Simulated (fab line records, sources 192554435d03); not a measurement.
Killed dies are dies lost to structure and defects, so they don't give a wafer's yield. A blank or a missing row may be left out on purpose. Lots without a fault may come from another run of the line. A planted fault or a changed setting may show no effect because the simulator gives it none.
fab line records | flow n5_finfet
record lots=7 wafers=21
route steps=1938 shown BEOL_M0_CUTY@705 BEOL_M0@715 BEOL_M1@783 BEOL_M2@912 BEOL_M3@950 BEOL_M4@1027 BEOL_M5@1140
start_h: hours from the record's first day to the start of the lot's first wafer shown | wait_h: hours since the lot's step before | " the same as in the row above | L1.1+2: a row that stands for several wafers | - no value, or no start given | * or withheld: withheld | < > ~ a bound
route shown NAME@n: a module of which the file shows steps, and the number in the route of the first | usual: mean/standard deviation of fault-free wafers | same: alike in all rows | chamber/n: place in a boat | sites: the reading at each site | _std_site: their standard deviation | _edge_site: outer sites' mean less inner sites' | radius_mm: how far each site lies from the wafer's centre | mask NAME#n: copy n | behind: the tool/chamber that last shaped the wafer | hold: why the lot was held/for how many hours/how that ended | device: the transistor (n, p or np) that didn't switch | end of line: the same wafers' tests at the end of the route | a step without rows: its recipe alone | killed: dies lost to structure and defects at the first sort, not the wafer's yield | map: a wafer's dies, x killed, . not, _ none there
set.NAME: the setting as run; set.NAME@STEP: as run at that earlier step | model.NAME: the simulator's own value behind a step, which no gauge read
lots whose settings were changed on purpose; a table a step, a row a wafer
## steps
# step N5_BEOL_M0_CUTY_EXPOSE_54
# recipe mask_id=M0_ABLK na=1.35 source_shape=conventional sigma_outer=0.8 polarization=unpolarized dose_mj=36
# columns lot.wafer tool chamber start_h wait_h mask set.dose_mj
L076.1+2 arfi_scanner-02 0 126.08 - M0_ABLK#0 38.6
L076.4 " 0 " " M0_ABLK#0 36
L083.1+3+4 arfi_scanner-01 0 165.98 - M0_ABLK#0 36
L088.3+6 arfi_scanner-02 0 199.29 - M0_ABLK#0 36
L088.5 " 0 " " M0_ABLK#0 36.99
L089.1+2+5 arfi_scanner-01 0 203.39 - M0_ABLK#0 36
L090.1 arfi_scanner-02 0 207.26 - M0_ABLK#0 36
L090.3+4 " 0 " " M0_ABLK#0 38.04
L093.1 arfi_scanner-02 0 227.58 - M0_ABLK#0 36
L093.3+5 " 0 " " M0_ABLK#0 37.43
L096.1+2 arfi_scanner-01 0 249.62 - M0_ABLK#0 37.48
L096.3 " 0 " " M0_ABLK#0 36
# step N5_BEOL_M0_CUTY_PEB_55
# recipe peb_temp_c=110 peb_time_s=60 resist=CAR-ArF-block
# step N5_BEOL_M0_CUTY_DEVELOP_56
# recipe develop_time_s=30 developer=TMAH resist=CAR-ArF-block rinse_liquid=diw dry=air_spin dev_temp_c=23
# step N5_BEOL_M0_CUTY_CD_MEAS_57
# recipe target_cd_nm=200 landing_energy_ev=500 detector=se_inlens polarity=line
# usual cd_nm=200.0/0.79
# columns lot.wafer tool chamber start_h wait_h set.dose_mj@BEOL_M0_CUTY_EXPOSE_54 cd_nm
L076.1 cd_sem-02 0 126.21 - 38.6 193.9
L076.2 " 0 " " 38.6 194.1
L076.4 " 0 " " 36 200.3
L083.1 cd_sem-01 0 166.10 - 36 200.2
L083.3 " 0 " " 36 199.2
L083.4 " 0 " " 36 198.7
L088.3 cd_sem-02 0 199.40 - 36 200.0
L088.5 " 0 " " 36.99 198.8
L088.6 " 0 " " 36 199.3
L089.1 cd_sem-03 0 203.51 - 36 200.5
L089.2 " 0 " " 36 199.9
L089.5 " 0 " " 36 199.6
L090.1 cd_sem-02 0 207.39 - 36 198.4
L090.3 " 0 " " 38.04 197.1
L090.4 " 0 " " 38.04 196.8
L093.1 cd_sem-01 0 227.70 - 36 201.1
L093.3 " 0 " " 37.43 197.8
L093.5 " 0 " " 37.43 198.0
L096.1 cd_sem-01 0 249.74 - 37.48 198.4
L096.2 " 0 " " 37.48 197.3
L096.3 " 0 " " 36 200.3
# step N5_BEOL_M0_CUTY_DESCUM_61
# recipe chemistry=O2 time_s=7.9 source_power_w=50 bias_power_w=20 pressure_mtorr=20 rf_frequency_hz=2.712e+07 temp_c=40 resist=CAR-ArF-block o2_flow_sccm=225
# step N5_BEOL_M0_CUTY_ETCH_62
# recipe chemistry=CF4 target=SiARC mask_material=CAR-ArF-block time_s=58.5 ion_energy_ev=80 pressure_mtorr=40 source_w=545 bias_w=36 Ar_flow_sccm=100 cf4_flow_sccm=100 ends=cleared
# columns lot.wafer tool chamber start_h wait_h set.dose_mj@BEOL_M0_CUTY_EXPOSE_54 model.BEOL_M0_CUTY.cd_offset_nm
L076.1 rie_diel-04 3 126.33 0.0 38.6 -6
L076.2 " 0 " " 38.6 -5.8
L076.4 " 2 " " 36 0
L083.1 rie_diel-05 0 166.23 0.0 36 -0.2
L083.3 " 1 " " 36 -0.8
L083.4 " 3 " " 36 -1
L088.3 rie_diel-05 2 199.62 0.0 36 -0.6
L088.5 " 2 " " 36.99 -1.8
L088.6 " 1 " " 36 -0.8
L089.1 rie_diel-05 3 204.22 0.0 36 0.4
L089.2 " 0 " " 36 -0.4
L089.5 " 2 " " 36 -0.6
L090.1 rie_diel-06 2 207.60 0.0 36 -1.2
L090.3 " 0 " " 38.04 -2.6
L090.4 " 1 " " 38.04 -3.2
L093.1 rie_diel-04 0 227.83 0.0 36 1
L093.3 " 1 " " 37.43 -2.2
L093.5 " 1 " " 37.43 -2
L096.1 rie_diel-06 1 250.00 0.0 37.48 -1.4
L096.2 " 2 " " 37.48 -2.8
L096.3 " 0 " " 36 0.2
# step N5_BEOL_M0_CUTY_ETCH_63
# recipe chemistry=N2/H2 target=SOC target_depth_a=827 overetch_a=165 mask_material=SiARC temp_c=40 ion_energy_ev=200 time_s=124 pressure_mtorr=30 source_w=840 bias_w=150 n2_flow_sccm=200 h2_flow_sccm=200
# columns lot.wafer tool chamber start_h wait_h set.time_s set.dose_mj@BEOL_M0_CUTY_EXPOSE_54 model.BEOL_M0_CUTY.cd_offset_nm model.SiO2_of_BEOL_M0_SAQP_SPACER2_ALD_26.thk_nm
L076.1 rie_diel-04 3 126.38 0.0 112.7 38.6 -5.6 7.4
L076.2 " 0 " " 124 38.6 -5.6 7
L076.4 " 2 " " 112.7 36 0.2 7.4
L083.1 rie_diel-05 0 166.27 0.0 124 36 -0.4 7.2
L083.3 " 1 " " 116.1 36 -1 7.4
L083.4 " 3 " " 116.1 36 -0.8 7.4
L088.3 rie_diel-05 2 199.66 0.0 98.63 36 -0.2 7.8
L088.5 " 2 " " 98.63 36.99 -1.4 7.8
L088.6 " 1 " " 98.63 36 -0.6 7.8
L089.1 rie_diel-05 3 204.27 0.0 124 36 0.6 7.2
L089.2 " 0 " " 124 36 -0.4 7.2
L089.5 " 2 " " 124 36 -0.6 7.2
L090.1 rie_diel-06 2 207.65 0.0 124 36 -1.2 7.2
L090.3 " 0 " " 124 38.04 -2.6 7.2
L090.4 " 1 " " 107.8 38.04 -2.4 7.6
L093.1 rie_diel-04 0 227.87 0.0 124 36 1.2 7
L093.3+5 " 1 " " 124 37.43 -2 7
L096.1 rie_diel-06 1 250.05 0.0 124 37.48 -1.2 7.2
L096.2 " 2 " " 109.7 37.48 -2.4 7.6
L096.3 " 0 " " 124 36 0.4 7.2
# step N5_BEOL_M0_CUTY_STRIP_64
# recipe chemistry=N2/H2 temp_c=40 n2_flow_sccm=200 h2_flow_sccm=200 rf_frequency_hz=6e+07
# step N5_BEOL_M0_ETCH_138
# recipe chemistry=CH3F/O2 target_depth_a=120 target=SiCN time_s=31.6 ion_energy_ev=120 pressure_mtorr=30 source_w=395 bias_w=75 Ar_flow_sccm=150 CH3F_flow_sccm=30 O2_flow_sccm=20 ends=cleared
# columns lot.wafer tool chamber start_h wait_h set.time_s@BEOL_M0_CUTY_ETCH_63 model.SiO2_of_BEOL_M0_SAQP_SPACER2_ALD_26.thk_nm
L076.1 rie_diel-04 3 126.50 0.0 112.7 5.6
L076.2 " 0 " " 124 5
L076.4 " 2 " " 112.7 5.4
L083.1 rie_diel-05 0 166.40 0.0 124 5.2
L083.3+4 " 1,3 " " 116.1 5.4
L088.3+5+6 rie_diel-05 2,2,1 199.79 0.0 98.63 5.8
L089.1+2+5 rie_diel-05 3,0,2 204.39 0.0 124 5.2
L090.1+3 rie_diel-06 2,0 207.77 0.0 124 5.2
L090.4 " 1 " " 107.8 5.6
L093.1 rie_diel-04 0 228.00 0.0 124 5.2
L093.3+5 " 1 " " 124 5
L096.1 rie_diel-06 1 250.17 0.0 124 5.2
L096.2 " 2 " " 109.7 5.6
L096.3 " 0 " " 124 5.4
# step N5_BEOL_M1_EXPOSE_25
# recipe mask_id=V0 na=0.33 source_shape=quasar sigma_inner=0.2 sigma_outer=0.8 polarization=unpolarized defocus_nm=5 target_cd_nm=24 dose_mj=63
# columns lot.wafer tool chamber start_h wait_h mask set.dose_mj
L076.1+4 euv_scanner-02 0 135.94 - V0#0 63
L076.2 " 0 " " V0#0 60.26
L083.1+3+4 euv_scanner-01 0 176.85 - V0#0 63
L088.3+5 euv_scanner-02 0 209.71 - V0#0 66.84
L088.6 " 0 " " V0#0 63
L089.1+2+5 euv_scanner-01 0 211.92 - V0#0 63
L090.1+3+4 euv_scanner-01 0 215.11 - V0#0 63
L093.1+3+5 euv_scanner-01 0 236.37 - V0#0 65.61
L096.1+2+3 euv_scanner-02 0 256.78 - V0#0 63
# step N5_BEOL_M1_PEB_26
# recipe peb_temp_c=100 peb_time_s=60 resist=CAR-EUV
# step N5_BEOL_M1_DEVELOP_27
# recipe develop_time_s=30 developer=TMAH resist=CAR-EUV rinse_liquid=surfactant_rinse dry=air_spin dev_temp_c=23
# step N5_BEOL_M1_STRIP_71
# recipe chemistry=N2/H2 temp_c=40 n2_flow_sccm=200 h2_flow_sccm=200 rf_frequency_hz=6e+07
# step N5_BEOL_M1_STRIP_78
# recipe chemistry=N2/H2 temp_c=40 n2_flow_sccm=200 h2_flow_sccm=200 rf_frequency_hz=6e+07
# step N5_BEOL_M1_VIA_ETCH_34
# recipe chemistry=C4F6/O2 target_depth_a=678 mask_material=SOC pressure_mtorr=15 ion_energy_ev=250 taper_deg=4 time_s=64.4 source_w=350 bias_w=170 Ar_flow_sccm=300 C4F6_flow_sccm=10 O2_flow_sccm=10
# columns lot.wafer tool chamber start_h wait_h set.dose_mj@BEOL_M1_EXPOSE_25 model.BEOL_M1.cd_nm
L076.1 rie_diel-01 0 136.99 0.0 63 18
L076.2 " 2 " " 60.26 17
L076.4 " 2 " " 63 18.2
L083.1 rie_diel-02 1 181.91 0.0 63 17.8
L083.3+4 " 3,1 " " 63 18
L088.3 rie_diel-02 0 210.42 0.0 66.84 19.4
L088.5 " 2 " " 66.84 19.2
L088.6 " 1 " " 63 18
L090.1+4 rie_diel-01 2,3 216.79 0.0 63 18
L090.3 " 1 " " 63 17.8
L089.1+2 rie_diel-02 3,0 217.96 0.0 63 18
L089.5 " 2 " " 63 18.2
L093.1 rie_diel-02 3 238.57 0.0 65.61 18.8
L093.3+5 " 0,2 " " 65.61 19
L096.1 rie_diel-03 3 261.20 0.0 63 18
L096.2 " 1 " " 63 18.2
L096.3 " 2 " " 63 18.4
# step N5_BEOL_M2_SPUTTER_88
# recipe material=Cu target_thk_a=45 temp_c=-20 chamber_pressure_pa=0.07 power_w=withheld time_s=8.29
# columns lot.wafer tool chamber start_h wait_h set.time_s
L076.1+2 pvd_sputter-03 - 151.48 0.1 9.384
L076.4 " - " " 8.29
L083.1+3+4 pvd_sputter-01 - 196.55 0.1 8.29
L088.3+5+6 pvd_sputter-02 - 227.04 0.1 8.29
L089.1+2+5 pvd_sputter-02 - 233.93 0.1 8.29
L090.1 pvd_sputter-03 - 234.93 0.1 8.29
L090.3+4 " - " " 7.898
L093.1+5 pvd_sputter-03 - 249.65 0.1 8.29
L093.3 " - " " 7.552
L096.1+2 pvd_sputter-01 - 282.71 0.1 8.29
L096.3 " - " " 8.625
# step N5_BEOL_M3_ETCH_64
# recipe chemistry=N2/H2 target=SOC target_depth_a=750 overetch_a=150 mask_material=SiARC temp_c=40 time_s=112.5 ion_energy_ev=200 pressure_mtorr=30 source_w=840 bias_w=150 n2_flow_sccm=200 h2_flow_sccm=200
# columns lot.wafer tool chamber start_h wait_h set.time_s model.SiARC_of_BEOL_M3_COAT_62.thk_nm
L076.1+4 rie_diel-02 1,2 157.11 0.0 112.5 6.8
L076.2 " 3 " " 112.5 7
L083.1+3+4 rie_diel-01 3,1,0 201.44 0.0 112.5 6.8
L088.3 rie_diel-01 2 230.98 0.0 112.5 6.6
L088.5+6 " 1,0 " " 112.5 6.8
L089.1+2+5 rie_diel-01 1,0,2 237.08 0.0 112.5 6.6
L090.1 rie_diel-03 3 239.54 0.0 112.5 6.6
L090.3+4 " 0,1 " " 135.3 5.8
L093.1+5 rie_diel-02 1,0 254.84 0.0 112.5 6.8
L093.3 " 0 " " 91.77 7.8
L096.1 rie_diel-02 2 286.21 0.0 97.66 7.6
L096.2 " 1 " " 112.5 6.8
L096.3 " 3 " " 97.66 7.4
# step N5_BEOL_M3_STRIP_65
# recipe chemistry=N2/H2 temp_c=40 n2_flow_sccm=200 h2_flow_sccm=200 rf_frequency_hz=6e+07
# step N5_BEOL_M3_STRIP_75
# recipe chemistry=N2/H2 temp_c=40 n2_flow_sccm=200 h2_flow_sccm=200 rf_frequency_hz=6e+07
# step N5_BEOL_M3_STRIP_66
# recipe chemistry=CF4 resist=SiARC power_w=300 bias_power_w=75 pressure_mtorr=50 cf4_flow_sccm=150 rf_frequency_hz=6e+07
# step N5_BEOL_M3_HM_OPEN_17
# recipe chemistry=Cl2/BCl3 target_depth_a=200 overetch_a=60 target=TiN mask_material=SOC ion_energy_ev=150 pressure_mtorr=10 icp_w=1000 bias_w=126 Cl2_flow_sccm=53.25 bcl3_flow_sccm=21.75 Ar_flow_sccm=25
# columns lot.wafer tool chamber start_h wait_h set.time_s@BEOL_M2_SPUTTER_88 model.etch.depth_nm
L076.1 rie_metal-02 1 157.28 0.0 9.384 20.21
L076.2 " 0 " " 9.384 20.2
L076.4 " 0 " " 8.29 19.8
L083.1 rie_metal-02 1 201.61 0.0 8.29 20.11
L083.3+4 " 0,1 " " 8.29 20.04
L088.3 rie_metal-01 0 231.17 0.1 8.29 20.03
L088.5 " 0 " " 8.29 20.05
L088.6 " 1 " " 8.29 20.06
L089.1 rie_metal-03 0 237.25 0.0 8.29 20.06
L089.2 " 1 " " 8.29 20.15
L089.5 " 0 " " 8.29 20.18
L090.1 rie_metal-02 0 239.71 0.0 8.29 19.83
L090.3 " 0 " " 7.898 17.62
L090.4 " 1 " " 7.898 17.79
L093.1 rie_metal-03 0 255.01 0.0 8.29 19.93
L093.3 " 0 " " 7.552 19.77
L093.5 " 1 " " 8.29 19.87
L096.1 rie_metal-03 1 286.38 0.0 8.29 20.23
L096.2 " 0 " " 8.29 20.34
L096.3 " 1 " " 8.625 20.21
# step N5_BEOL_M3_COAT_76
# recipe resist=underlayer temp_c=205 time_s=60 spin_rpm=1500 resist_thk_nm=5
# columns lot.wafer tool chamber start_h wait_h set.spin_rpm
L076.1+2+4 litho_track-05 0 - - 1500
L083.1+4 litho_track-03 0 - - 1386
L083.3 " 0 " " 1500
L088.3+5+6 litho_track-05 0 - - 1500
L089.1+2+5 litho_track-02 0 - - 1500
L090.1+4 litho_track-03 0 - - 1500
L090.3 " 0 " " 1379
L093.1+5 litho_track-05 0 - - 1500
L093.3 " 0 " " 1368
L096.1+2+3 litho_track-05 0 - - 1644
# step N5_BEOL_M3_COAT_22
# recipe resist=CAR-EUV spin_rpm=1500 resist_thk_nm=30
# step N5_BEOL_M3_EBR_24
# recipe solvent=PGMEA ebr_width_mm=1.5
# step N5_BEOL_M3_DESCUM_33
# recipe chemistry=O2 time_s=7 source_power_w=50 bias_power_w=20 pressure_mtorr=20 rf_frequency_hz=2.712e+07 temp_c=40 resist=CAR-EUV o2_flow_sccm=225
# step N5_BEOL_M3_ETCH_77
# recipe chemistry=N2/H2 target=underlayer target_depth_a=65 mask_material=CAR-EUV time_s=5.2 ion_energy_ev=200 pressure_mtorr=30 source_w=840 bias_w=150 n2_flow_sccm=200 h2_flow_sccm=200 ends=cleared
# columns lot.wafer tool chamber start_h wait_h set.spin_rpm@BEOL_M3_COAT_76 model.etch.depth_nm
L076.1 rie_diel-02 2 157.96 0.0 1500 5.043
L076.2 " 3 " " 1500 5.023
L076.4 " 0 " " 1500 5.034
L083.1 rie_diel-01 2 202.27 0.0 1386 5.231
L083.3 " 1 " " 1500 5.016
L083.4 " 0 " " 1386 5.224
L088.3 rie_diel-03 3 231.93 0.0 1500 5.001
L088.5 " 3 " " 1500 4.994
L088.6 " 0 " " 1500 4.986
L089.1 rie_diel-02 1 238.03 0.0 1500 4.985
L089.2 " 2 " " 1500 4.986
L089.5 " 2 " " 1500 4.991
L090.1 rie_diel-03 0 240.37 0.0 1500 4.992
L090.3 " 2 " " 1379 5.213
L090.4 " 1 " " 1500 4.994
L093.1 rie_diel-03 2 255.72 0.0 1500 5.014
L093.3 " 0 " " 1368 5.237
L093.5 " 3 " " 1500 5.01
L096.1 rie_diel-01 3 287.19 0.0 1644 4.784
L096.2 " 2 " " 1644 4.782
L096.3 " 1 " " 1644 4.779
# step N5_BEOL_M4_COAT_73
# recipe resist=underlayer temp_c=205 time_s=60 spin_rpm=1500 resist_thk_nm=5
# columns lot.wafer tool chamber start_h wait_h set.spin_rpm
L076.1+2+4 litho_track-01 0 - - 1500
L083.1+3 litho_track-04 0 - - 1584
L083.4 " 0 " " 1500
L088.3+6 litho_track-04 0 - - 1361
L088.5 " 0 " " 1500
L089.1+2+5 litho_track-04 0 - - 1500
L090.1+3 litho_track-04 0 - - 1593
L090.4 " 0 " " 1500
L093.1+3+5 litho_track-01 0 - - 1500
L096.1+2+3 litho_track-01 0 - - 1500
# step N5_BEOL_M4_DESCUM_16
# recipe chemistry=O2 time_s=7 source_power_w=50 bias_power_w=20 pressure_mtorr=20 rf_frequency_hz=2.712e+07 temp_c=40 resist=CAR-EUV o2_flow_sccm=225
# columns lot.wafer tool chamber start_h wait_h set.time_s model.CAR-EUV_of_BEOL_M4_COAT_05.thk_nm
L076.1 rie_diel-05 2 175.71 0.0 7 26
L076.2+4 " 3,1 " " 7 26.2
L083.1+3+4 rie_diel-05 0,2,0 214.31 0.0 7 26
L088.3+6 rie_diel-04 3,1 240.62 0.0 5.532 26.8
L088.5 " 0 " " 7 26
L089.1+2 rie_diel-06 0,1 245.11 0.1 7 26
L089.5 " 0 " " 7 26.2
L090.1 rie_diel-06 2 246.96 0.0 7 26
L090.3 " 1 " " 7 26.2
L090.4 " 0 " " 7.757 25.6
L093.1 rie_diel-06 0 265.42 0.3 7.969 25.6
L093.3+5 " 2 " " 7 26
L096.1+2 rie_diel-04 0,2 293.58 0.0 7.708 25.8
L096.3 " 1 " " 7 26
# step N5_BEOL_M4_ETCH_74
# recipe chemistry=N2/H2 target=underlayer target_depth_a=65 mask_material=CAR-EUV time_s=5.2 ion_energy_ev=200 pressure_mtorr=30 source_w=840 bias_w=150 n2_flow_sccm=200 h2_flow_sccm=200 ends=cleared
# columns lot.wafer tool chamber start_h wait_h set.spin_rpm@BEOL_M4_COAT_73 model.etch.depth_nm
L076.1 rie_diel-05 2 175.74 0.0 1500 4.994
L076.2 " 3 " " 1500 5.002
L076.4 " 1 " " 1500 5.003
L083.1 rie_diel-05 0 214.34 0.0 1584 4.88
L083.3 " 2 " " 1584 4.878
L083.4 " 0 " " 1500 5.016
L088.3 rie_diel-04 3 240.66 0.0 1361 5.254
L088.5 " 0 " " 1500 5.004
L088.6 " 1 " " 1361 5.249
L089.1 rie_diel-06 0 245.14 0.0 1500 4.99
L089.2 " 1 " " 1500 4.997
L089.5 " 0 " " 1500 4.998
L090.1 rie_diel-06 2 246.99 0.0 1593 4.862
L090.3 " 1 " " 1593 4.866
L090.4 " 0 " " 1500 5.012
L093.1 rie_diel-06 0 265.46 0.0 1500 4.994
L093.3 " 2 " " 1500 4.998
L093.5 " 2 " " 1500 5.016
L096.1 rie_diel-04 0 293.62 0.0 1500 4.993
L096.2 " 2 " " 1500 4.997
L096.3 " 1 " " 1500 5.005
# step N5_BEOL_M5_COAT_66
# recipe resist=SiARC temp_c=220 time_s=60 spin_rpm=1500 resist_thk_nm=12
# columns lot.wafer tool chamber start_h wait_h set.spin_rpm model.SiARC_of_BEOL_M5_COAT_66.thk_nm
L076.1+4 litho_track-04 0 - - 1422 12.4
L076.2 " 0 " " 1500 12
L083.1+4 litho_track-03 0 - - 1394 12.4
L083.3 " 0 " " 1500 12
L088.3 litho_track-04 0 - - 1398 12.4
L088.5+6 " 0 " " 1500 12
L089.1+2+5 litho_track-04 0 - - 1500 12
L090.1+4 litho_track-03 0 - - 1500 12
L090.3 " 0 " " 1424 12.4
L093.1+3 litho_track-04 0 - - 1401 12.4
L093.5 " 0 " " 1500 12
L096.1+3 litho_track-05 0 - - 1500 12
L096.2 " 0 " " 1558 11.8
## key
split step=N5_BEOL_M0_CUTY_EXPOSE_54 setting=dose_mj stated=36 by=wafer
response step=N5_BEOL_M0_CUTY_CD_MEAS_57 reading=cd_nm change=-0.637 per=1% r=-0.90
response step=N5_BEOL_M0_CUTY_ETCH_62 reading=model.BEOL_M0_CUTY.cd_offset_nm change=-0.619 per=1% r=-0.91
response step=N5_BEOL_M0_CUTY_ETCH_63 reading=model.BEOL_M0_CUTY.cd_offset_nm change=-0.592 per=1% r=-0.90
split step=N5_BEOL_M0_CUTY_ETCH_63 setting=time_s stated=124 by=wafer
response step=N5_BEOL_M0_CUTY_ETCH_63 reading=model.SiO2_of_BEOL_M0_SAQP_SPACER2_ALD_26.thk_nm change=-0.0345 per=1% r=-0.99
response step=N5_BEOL_M0_ETCH_138 reading=model.SiO2_of_BEOL_M0_SAQP_SPACER2_ALD_26.thk_nm change=-0.034 per=1% r=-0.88
split step=N5_BEOL_M1_EXPOSE_25 setting=dose_mj stated=63 by=wafer
response step=N5_BEOL_M1_VIA_ETCH_34 reading=model.BEOL_M1.cd_nm change=+0.227 per=1% r=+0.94
split step=N5_BEOL_M2_SPUTTER_88 setting=time_s stated=8.29 by=wafer
response step=N5_BEOL_M3_HM_OPEN_17 reading=model.etch.depth_nm shape=bent at_lowest=19.77 at_stated=20.05 at_highest=20.2
split step=N5_BEOL_M3_ETCH_64 setting=time_s stated=112.5 by=wafer
response step=N5_BEOL_M3_ETCH_64 reading=model.SiARC_of_BEOL_M3_COAT_62.thk_nm change=-0.0475 per=1% r=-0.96
split step=N5_BEOL_M3_COAT_76 setting=spin_rpm stated=1500 by=wafer
response step=N5_BEOL_M3_ETCH_77 reading=model.etch.depth_nm change=-0.0268 per=1% r=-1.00
split step=N5_BEOL_M4_COAT_73 setting=spin_rpm stated=1500 by=wafer
response step=N5_BEOL_M4_ETCH_74 reading=model.etch.depth_nm change=-0.0255 per=1% r=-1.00
split step=N5_BEOL_M4_DESCUM_16 setting=time_s stated=7 by=wafer
response step=N5_BEOL_M4_DESCUM_16 reading=model.CAR-EUV_of_BEOL_M4_COAT_05.thk_nm change=-0.035 per=1% r=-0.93
split step=N5_BEOL_M5_COAT_66 setting=spin_rpm stated=1500 by=wafer
response step=N5_BEOL_M5_COAT_66 reading=model.SiARC_of_BEOL_M5_COAT_66.thk_nm change=-0.063 per=1% r=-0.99
